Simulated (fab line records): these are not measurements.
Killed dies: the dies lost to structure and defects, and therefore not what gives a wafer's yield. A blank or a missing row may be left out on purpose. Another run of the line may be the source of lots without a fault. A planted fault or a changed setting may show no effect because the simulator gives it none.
fab line records -- flow nand_harc
[record] lots = 11, wafers = 33, last_day = 34
route steps=1302 shown A_STAIRCASE@651 END@1302
lots that met no fault: from a run of the same line without faults
start_h: start of the lot's first displayed wafer, in hours after the record's first day -- wait_h: hours from the lot's prior step to this one -- " as in the row above -- L1.1+2: a single row standing in for several wafers -- - no value, or no start given -- * or withheld: withheld -- < > ~ a bound
route shown NAME@n: NAME is a module with steps in the file, n the number in the route of the first one -- usual: the fault-free wafers' mean and standard deviation -- same: alike in all rows -- chamber/n: place in a boat -- sites: the reading at each site -- _std_site: how widely they spread, as a standard deviation -- _edge_site: the outer-site mean with the inner-site mean subtracted -- radius_mm: for every site, how far away it sits from the centre of the wafer -- mask NAME#n: copy n -- behind: the last tool/chamber to shape the wafer -- hold: why the lot went on hold/how many hours it stayed there/how the hold came to an end -- device: which transistor (n, p or np) failed to switch -- end of line: tests of these same wafers at the route's end -- a step given without rows: its recipe and nothing more -- killed: not the wafer's yield, but the dies lost to structure and defects at the first sort -- map: a wafer's dies, marking killed ones x, the rest . and places with no die _
set.NAME: the run value of the setting; set.NAME@STEP: its run value at that earlier step -- model.NAME: the simulator's own value behind a step, which no gauge read
route steps across a sampled set of lots; one table per step, one row per wafer
services: when a tool's chamber went out of use (start_h, in hours from the record's first day, below 0 if earlier), for how many hours, and the reason
[[steps]]
[step NHARC_A_STAIRCASE_ETCH_169]
[recipe] target_depth_a = 500, time_s = 107.1, ion_energy_ev = 120, ch3f_flow_sccm = 50, o2_flow_sccm = 30, ar_flow_sccm = 200, rf_w = 500, bias_w = 100, chemistry = CH3F/O2
[usual] ch3f_flow_sccm = 50.00/0.15, drypump_motor_current_A = 5.7/0.57, oes_product_au = 0.958/0.019, rf_vpp_V = 244.3/1.9, showerhead_plenum_p_Torr = 2.46/0.13, throttle_valve_pct = 20.663/0.009
[same] time_s = 107.1
lot.wafer,tool,chamber,start_h,wait_h,ch3f_flow_sccm,drypump_motor_current_A,oes_product_au,rf_hours_counter_h,rf_vpp_V,showerhead_plenum_p_Torr,throttle_valve_pct
L110.3,rie_diel-13,1,353.36,0.1,49.97,6.3,0.940,0,242.2,2.31,20.664
L110.4,rie_diel-13,3,353.36,0.1,49.98,5.4,0.965,0,244.8,2.55,20.657
L110.2,rie_diel-13,0,353.36,0.1,49.99,6.2,0.949,0,242.8,2.45,20.654
L113.4,rie_diel-02,0,394.38,0.1,49.99,5.8,0.969,55,247.5,2.64,20.658
L113.3,rie_diel-02,2,394.38,0.1,49.82,6.6,0.966,59,243.9,2.42,20.656
L113.5,rie_diel-02,1,394.38,0.1,49.94,5.0,0.997,-,242.4,2.27,20.653
L114.4,rie_diel-12,2,401.75,0.1,50.12,5.1,0.966,37,242.6,2.28,20.664
L114.6,rie_diel-12,3,401.75,0.1,50.34,5.7,0.944,-,243.8,2.53,20.668
L114.5,rie_diel-12,0,401.75,0.1,50.05,4.9,0.932,-,242.5,2.31,20.653
L117.2,rie_diel-13,3,415.11,0.1,50.35,5.4,0.957,19,245.7,2.55,20.671
L117.1,rie_diel-13,0,415.11,0.1,49.95,6.2,0.956,20,242.5,2.44,20.665
L117.5,rie_diel-13,1,415.11,0.1,50.17,6.3,0.974,-,243.2,2.30,20.648
L123.3,rie_diel-12,3,470.57,0.1,50.11,5.7,0.965,6,243.0,2.53,20.660
L123.2,rie_diel-12,0,470.57,0.1,49.88,4.9,0.962,3,242.7,2.30,20.679
L123.4,rie_diel-12,2,470.57,0.1,49.66,5.1,0.970,-,247.9,2.66,20.671
L122.4,rie_diel-13,2,470.72,0.1,50.22,5.3,0.985,31,243.1,2.34,20.658
L122.6,rie_diel-13,1,470.72,0.1,49.96,6.3,0.964,-,240.6,2.29,20.666
L122.5,rie_diel-13,2,470.72,0.1,49.98,5.3,0.981,-,242.0,2.34,20.665
L128.3,rie_diel-02,3,528.52,0.3,49.86,5.9,0.924,40,243.6,2.36,20.656
L128.1,rie_diel-02,0,528.52,0.3,49.95,5.8,0.924,44,245.5,2.62,20.666
L128.5,rie_diel-02,1,528.52,0.3,50.18,5.0,0.931,-,246.2,2.64,20.664
L131.4,rie_diel-02,2,560.40,0.1,49.91,6.6,0.969,49,242.9,2.40,20.662
L131.5,rie_diel-02,2,560.40,0.1,49.90,6.5,0.957,-,242.8,2.40,20.660
L131.6,rie_diel-02,3,560.40,0.1,49.97,5.9,0.974,-,242.9,2.36,20.663
L132.1,rie_diel-12,1,560.71,0.1,50.04,6.5,0.958,33,243.3,2.41,20.660
L132.3,rie_diel-12,2,560.71,0.1,50.12,5.1,0.986,36,246.5,2.65,20.657
L132.6,rie_diel-12,2,560.71,0.1,50.05,5.1,0.993,-,246.9,2.65,20.660
L130.4,rie_diel-02,0,560.90,0.1,50.27,5.8,0.961,55,247.5,2.62,20.662
L130.3,rie_diel-02,1,560.90,0.1,49.89,5.0,0.959,52,246.3,2.64,20.669
L130.2,rie_diel-02,2,560.90,0.1,50.09,6.6,0.963,49,242.1,2.40,20.662
L133.3,rie_diel-02,1,580.57,0.1,50.10,5.0,0.968,0,247.0,2.64,20.656
L133.4,rie_diel-02,2,580.57,0.1,50.03,6.5,0.960,0,243.7,2.39,20.660
L133.5,rie_diel-02,2,580.57,0.1,49.92,6.6,0.968,-,244.3,2.40,20.674
[step NHARC_A_STAIRCASE_DESCUM_11]
[recipe] time_s = 3, o2_flow_sccm = 200, ar_flow_sccm = 0, bias_power_w = 0, chemistry = O2
[usual] drypump_motor_current_A = 5.7/0.52, oes_product_au = 1.001/0.0086, rf_vpp_V = 57.8/0.9, showerhead_plenum_p_Torr = 1.91/0.1, throttle_valve_pct = 11.311/0.0097
[same] time_s = 3
lot.wafer,tool,chamber,start_h,wait_h,drypump_motor_current_A,oes_product_au,rf_hours_counter_h,rf_vpp_V,showerhead_plenum_p_Torr,throttle_valve_pct
L110.3,rie_diel-02,3,355.13,-,5.9,0.988,44,57.4,1.85,11.314
L110.4,rie_diel-02,0,355.13,-,5.8,1.008,43,58.7,2.06,11.295
L110.2,rie_diel-02,1,355.13,-,5.0,1.021,42,55.9,1.77,11.311
L113.4,rie_diel-13,1,396.13,-,6.3,1.003,13,57.4,1.79,11.317
L113.3,rie_diel-13,3,396.13,-,5.4,1.004,15,58.4,1.98,11.307
L113.5,rie_diel-13,0,396.13,-,6.2,1.002,-,57.7,1.90,11.307
L114.4,rie_diel-02,2,403.50,-,6.6,1.013,0,58.3,1.88,11.297
L114.6,rie_diel-02,0,403.50,-,5.8,0.989,-,58.3,2.06,11.319
L114.5,rie_diel-02,1,403.50,-,5.0,0.992,-,59.0,2.08,11.308
L117.1,rie_diel-13,2,416.72,-,5.3,0.991,14,58.3,1.82,11.325
L117.2,rie_diel-13,0,416.72,-,6.3,0.997,20,58.9,1.90,11.314
L117.5,rie_diel-13,2,416.72,-,5.3,1.007,-,57.1,1.82,11.308
L123.2,rie_diel-12,3,472.26,-,5.7,0.978,6,58.5,1.97,11.301
L123.3,rie_diel-12,0,472.26,-,4.9,1.003,4,56.7,1.79,11.305
L123.4,rie_diel-12,3,472.26,-,5.7,0.986,-,57.1,1.97,11.308
L122.4,rie_diel-12,0,472.61,-,4.9,1.005,-,57.5,1.79,11.315
L122.5,rie_diel-12,2,472.61,-,5.1,1.001,-,59.5,2.07,11.306
L122.6,rie_diel-12,3,472.61,-,5.7,0.986,-,56.2,1.97,11.306
L128.3,rie_diel-02,1,530.39,-,5.0,0.996,43,58.0,2.06,11.319
L128.1,rie_diel-02,3,530.39,-,5.9,1.004,42,58.3,1.84,11.303
L128.5,rie_diel-02,1,530.39,-,5.0,0.998,-,58.9,2.06,11.317
L131.4,rie_diel-02,2,562.16,-,6.5,0.998,49,57.0,1.86,11.316
L131.6,rie_diel-02,0,562.16,-,5.8,1.007,-,58.1,2.04,11.333
L131.5,rie_diel-02,1,562.16,-,5.0,0.995,-,58.8,2.06,11.305
L132.3,rie_diel-13,3,562.45,-,5.4,0.994,9,59.1,1.97,11.320
L132.1,rie_diel-13,0,562.45,-,6.2,0.990,8,58.3,1.89,11.303
L132.6,rie_diel-13,0,562.45,-,6.2,0.997,-,57.4,1.89,11.307
L130.4,rie_diel-13,2,562.65,-,5.3,0.989,11,55.7,1.81,11.317
L130.3,rie_diel-13,3,562.65,-,5.4,0.993,9,57.2,1.97,11.306
L130.2,rie_diel-13,1,562.65,-,6.3,1.015,11,56.8,1.77,11.323
L133.3,rie_diel-13,1,582.20,-,6.3,1.012,15,57.3,1.77,11.319
L133.4,rie_diel-13,3,582.20,-,5.4,0.998,15,57.2,1.97,11.308
L133.5,rie_diel-13,0,582.20,-,6.2,0.998,-,56.9,1.89,11.308
[step NHARC_A_STAIRCASE_ETCH_13]
[recipe] target_depth_a = 1000, time_s = 40.5, ion_energy_ev = 400, c4f8_flow_sccm = 20, o2_flow_sccm = 10, ar_flow_sccm = withheld, rf_w = 600, bias_w = 1000, chemistry = C4F8/O2
[usual] oes_product_au = 0.944/0.014, rf_vpp_V = 895/6.3
[same] time_s = 40.5
lot.wafer,tool,chamber,start_h,wait_h,oes_product_au,rf_hours_counter_h,rf_vpp_V
L110.2,rie_diel-02,2,355.39,-,0.929,44,894
L110.4,rie_diel-02,3,355.39,-,0.928,45,892
L110.3,rie_diel-02,1,355.39,-,0.940,43,886
L113.4,rie_diel-13,0,396.42,-,0.939,15,896
L113.3,rie_diel-13,1,396.42,-,0.947,14,887
L113.5,rie_diel-13,2,396.42,-,0.952,-,890
L114.4,rie_diel-02,3,403.74,-,0.949,0,892
L114.6,rie_diel-02,0,403.74,-,0.945,-,906
L114.5,rie_diel-02,1,403.74,-,0.940,-,906
L117.2,rie_diel-13,3,416.96,-,0.949,19,900
L117.1,rie_diel-13,0,416.96,-,0.952,20,894
L117.5,rie_diel-13,2,416.96,-,0.953,-,889
L123.3,rie_diel-12,0,472.64,-,0.923,4,887
L123.2,rie_diel-12,3,472.64,-,1.090,7,899
L123.4,rie_diel-12,2,472.64,-,1.105,-,904
L122.6,rie_diel-12,0,473.17,-,0.930,-,888
L122.4,rie_diel-12,2,473.17,-,1.117,-,906
L122.5,rie_diel-12,3,473.17,-,1.084,-,899
L128.1,rie_diel-02,3,530.63,-,0.948,42,891
L128.3,rie_diel-02,1,530.63,-,0.944,43,904
L128.5,rie_diel-02,0,530.63,-,0.942,-,903
L131.4,rie_diel-02,2,562.40,-,0.949,49,893
L131.5,rie_diel-02,3,562.40,-,0.926,-,893
L131.6,rie_diel-02,0,562.40,-,0.932,-,903
L132.1,rie_diel-13,1,562.71,-,0.959,11,887
L132.3,rie_diel-13,2,562.71,-,0.937,11,890
L132.6,rie_diel-13,0,562.71,-,0.934,-,892
L130.4,rie_diel-13,1,562.92,-,0.945,11,887
L130.2,rie_diel-13,2,562.92,-,0.934,11,888
L130.3,rie_diel-13,3,562.92,-,0.931,9,898
L133.3,rie_diel-13,1,582.44,-,0.939,15,887
L133.4,rie_diel-13,2,582.44,-,0.954,17,888
L133.5,rie_diel-13,3,582.44,-,0.969,-,900
[step NHARC_A_STAIRCASE_TRIM_24]
[recipe] time_s = 211.2, o2_flow_sccm = 500, ar_flow_sccm = 0, bias_w = 0, chemistry = O2
[usual] drypump_motor_current_A = 5.7/0.57, oes_product_au = 0.999/0.0084, rf_vpp_V = 57.7/0.86, showerhead_plenum_p_Torr = 3.52/0.18, throttle_valve_pct = 17.036/0.0092
[same] time_s = 211.2
lot.wafer,tool,chamber,start_h,wait_h,drypump_motor_current_A,oes_product_au,rf_hours_counter_h,rf_vpp_V,showerhead_plenum_p_Torr,throttle_valve_pct
L110.2,rie_diel-12,0,-,-,4.9,1.000,29,57.4,3.33,17.026
L110.3,rie_diel-12,1,-,-,6.5,1.008,29,56.5,3.50,17.026
L110.4,rie_diel-12,3,-,-,5.7,1.006,30,58.1,3.64,17.047
L113.3,rie_diel-12,2,-,-,5.1,1.009,36,58.1,3.27,17.041
L113.4,rie_diel-12,0,-,-,4.9,0.996,42,56.8,3.32,17.044
L113.5,rie_diel-12,3,-,-,5.8,0.989,-,58.7,3.63,17.040
L114.4,rie_diel-13,1,-,-,6.3,1.002,16,56.2,3.31,17.032
L114.6,rie_diel-13,0,-,-,6.2,1.003,-,58.9,3.50,17.047
L114.5,rie_diel-13,1,-,-,6.3,1.004,-,57.3,3.31,17.036
L117.2,rie_diel-12,0,-,-,4.9,0.996,51,56.6,3.32,17.040
L117.1,rie_diel-12,1,-,-,6.5,1.004,50,58.0,3.49,17.049
L117.5,rie_diel-12,3,-,-,5.7,0.995,-,56.4,3.63,17.035
L122.4,rie_diel-12,3,-,-,5.8,0.995,-,57.9,3.62,17.050
L122.6,rie_diel-12,0,-,-,4.9,1.006,-,56.8,3.31,17.040
L122.5,rie_diel-12,2,-,-,5.1,1.016,-,59.1,3.80,17.035
L123.2,rie_diel-13,3,-,-,5.4,0.993,38,58.0,3.64,17.020
L123.4,rie_diel-13,0,-,-,6.2,1.000,36,57.1,3.50,17.013
L123.3,rie_diel-13,2,-,-,5.3,1.006,35,55.8,3.36,17.033
L128.1,rie_diel-13,1,-,-,6.3,0.995,0,58.3,3.29,17.050
L128.3,rie_diel-13,3,-,-,5.4,0.995,0,57.4,3.63,17.057
L128.5,rie_diel-13,0,-,-,6.2,0.988,-,56.6,3.49,17.047
L132.3,rie_diel-12,0,-,-,4.9,0.983,38,57.5,3.29,17.047
L132.1,rie_diel-12,1,-,-,6.5,0.995,34,58.9,3.46,17.042
L132.6,rie_diel-12,1,-,-,6.5,0.992,-,57.6,3.46,17.038
L130.3,rie_diel-13,1,-,-,6.3,1.008,12,57.1,3.28,17.035
L130.2,rie_diel-13,3,-,-,5.4,0.997,10,57.7,3.62,17.040
L130.4,rie_diel-13,0,-,-,6.2,1.000,9,57.8,3.48,17.043
L131.4,rie_diel-02,0,-,-,5.8,1.000,57,57.0,3.74,17.048
L131.6,rie_diel-02,2,-,-,6.6,1.009,-,55.3,3.44,17.028
L131.5,rie_diel-02,3,-,-,5.9,0.992,-,57.9,3.39,17.047
L133.3,rie_diel-02,2,-,-,6.6,0.993,1,59.0,3.44,17.041
L133.4,rie_diel-02,3,-,-,5.9,0.995,1,57.0,3.39,17.040
L133.5,rie_diel-02,1,-,-,5.0,1.002,-,57.8,3.78,17.030
[step NHARC_END_SORT_01]
[recipe] temp_c = 25
[usual] killed_at_array = 53/18, killed_at_other = 1.0/1.2, killed_at_periphery = 3.6/2.4, killed_dies = 58/18, killed_open = 3.4/1.8, killed_short = 2.3/1.5
[same] gross_dies = 677
lot.wafer,tool,chamber,start_h,wait_h,killed_at_array,killed_at_other,killed_at_periphery,killed_dies,killed_open,killed_short
L122.4,prober-01,0,684.11,3.4,677,0,0,677,3,3
L122.5,prober-01,0,684.91,3.7,676,0,1,677,1,4
L122.6,prober-01,0,685.71,4.0,40,0,1,41,2,2
L123.2,prober-02,0,684.56,2.8,672,4,1,677,3,3
L123.3,prober-02,0,685.36,3.1,66,3,3,72,1,4
L123.4,prober-02,0,686.15,3.4,676,1,0,677,5,2
// killed by level:class
L122.4 A_STAIRCASE:area_etch=640 A_SLIT:chamber_film_flake=19 A_CHANNEL_HOLE_D1:chamber_film_flake=5 A_STAIRCASE:chamber_film_flake=3 A_CONTACT:chamber_film_flake=2 A_CHANNEL_FILL_D1:geometric_particle:open=1 A_CHANNEL_HOLE_D2:geometric_particle:short=1 A_SGD_CUT:geometric_particle:short=1
L123.2 A_STAIRCASE:area_etch=608 A_CHANNEL_HOLE_D1:chamber_film_flake=32 A_CHANNEL_HOLE_D2:chamber_film_flake=10 A_SLIT:chamber_film_flake=8 THIN_TSV:chamber_film_flake=4 A_STAIRCASE:chamber_film_flake=3 A_CONTACT:chamber_film_flake=3 A_ONON_D1:geometric_particle:short=1
L122.5 A_STAIRCASE:area_etch=632 A_SLIT:chamber_film_flake=26 A_CHANNEL_HOLE_D1:chamber_film_flake=8 A_CONTACT:chamber_film_flake=5 A_ONON_D1:geometric_particle:short=2 P_M0:geometric_particle:short=1 A_SOURCE_PLATE:geometric_particle:short=1 A_M0:geometric_particle:open=1
L123.3 A_CHANNEL_HOLE_D1:chamber_film_flake=30 A_CHANNEL_HOLE_D2:chamber_film_flake=12 A_WL_FILL:chamber_film_flake=7 A_CONTACT:chamber_film_flake=6 A_SLIT:chamber_film_flake=3 THIN_TSV:chamber_film_flake=3 A_STAIRCASE:chamber_film_flake=2 P_CONTACT:geometric_particle:open=1
L122.6 A_SLIT:chamber_film_flake=23 A_CHANNEL_HOLE_D1:chamber_film_flake=8 A_WL_FILL:geometric_particle:open=2 A_CONTACT:chamber_film_flake=2 P_GATE:geometric_particle:short=1 A_DECK1_JOINT:geometric_particle:short=1 A_ZERO_WELL:chamber_film_flake=1 A_STAIRCASE:chamber_film_flake=1
L123.4 A_STAIRCASE:area_etch=618 A_CHANNEL_HOLE_D1:chamber_film_flake=34 A_CONTACT:chamber_film_flake=6 A_CHANNEL_HOLE_D2:chamber_film_flake=5 A_SLIT:chamber_film_flake=3 A_CHANNEL_FILL_D2:chamber_film_flake=2 A_ONON_D1:geometric_particle:open=1 A_CHANNEL_FILL_D1:geometric_particle:short=1
[[services]]
tool,chamber,start_h,hours,kind
rie_diel-13,-,344.18,9.0,pm
rie_diel-13,0,344.18,9.0,vent_cycle
rie_diel-13,1,344.18,9.0,vent_cycle
rie_diel-13,2,344.18,9.0,vent_cycle
rie_diel-13,3,344.18,9.0,vent_cycle
rie_diel-13,0,353.18,-,clean
rie_diel-13,0,353.18,-,consumable_replace:esc
rie_diel-13,1,353.18,-,clean
rie_diel-13,2,353.18,-,clean
rie_diel-13,3,353.18,-,clean
rie_diel-13,-,359.23,0.7,repair
rie_diel-13,2,366.09,6.4,repair
rie_diel-02,0,377.40,2.1,repair
rie_diel-12,2,378.86,2.6,repair
rie_diel-02,-,394.46,9.0,pm
rie_diel-13,-,423.11,5.7,repair
rie_diel-02,0,424.08,12.3,repair
rie_diel-02,3,434.93,28.6,repair
rie_diel-12,-,445.82,9.0,pm
rie_diel-12,1,469.74,9.5,repair
rie_diel-13,0,475.54,6.6,repair
rie_diel-13,3,499.83,6.7,repair
rie_diel-13,-,521.79,9.0,pm
rie_diel-02,2,547.77,7.8,repair
[[key]]
[first_sign] step = NHARC_A_STAIRCASE_ETCH_13, reading = oes_product_au, direction = up, sigmas = 11, usual = 0.944, struck = 1.099
[effect] step = NHARC_END_SORT_01, reading = killed_at_array, direction = up, sigmas = 35, usual = 53, struck = 675
[more_kills_born_at] NHARC_A_STAIRCASE_ETCH_13@rie_diel-12 = 2498
met_at NHARC_A_STAIRCASE_ETCH_13
struck_lots L122,L123
struck_wafers L122.4,L122.5,L123.2,L123.4
later_rows_left_out L122.4,L122.5,L123.2,L123.4
tester_left_out L122,L123
not_acting_at NHARC_A_STAIRCASE_ETCH_169,NHARC_A_STAIRCASE_DESCUM_11,NHARC_A_STAIRCASE_TRIM_24
[fault] kind = process_parameter_drift, tool = rie_diel-12, chamber = -, onset_h = 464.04, steps = NHARC_A_STAIRCASE_ETCH_13, channel = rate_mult, offset = 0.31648, shape = step, end_h = 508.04, scope = struck_wafers_only
// tester_left_out: of these lots the tester's yield and bins aren't shown, on N5 and GAA mostly nor the transistor test; their killed dies are dies lost to structure and defects alone, not to doping, threshold or leakage, so they don't give the yield
// later_rows_left_out: the simulator's readings of these wafers behind a module that went badly wrong aren't trusted and aren't shown, but for the sort
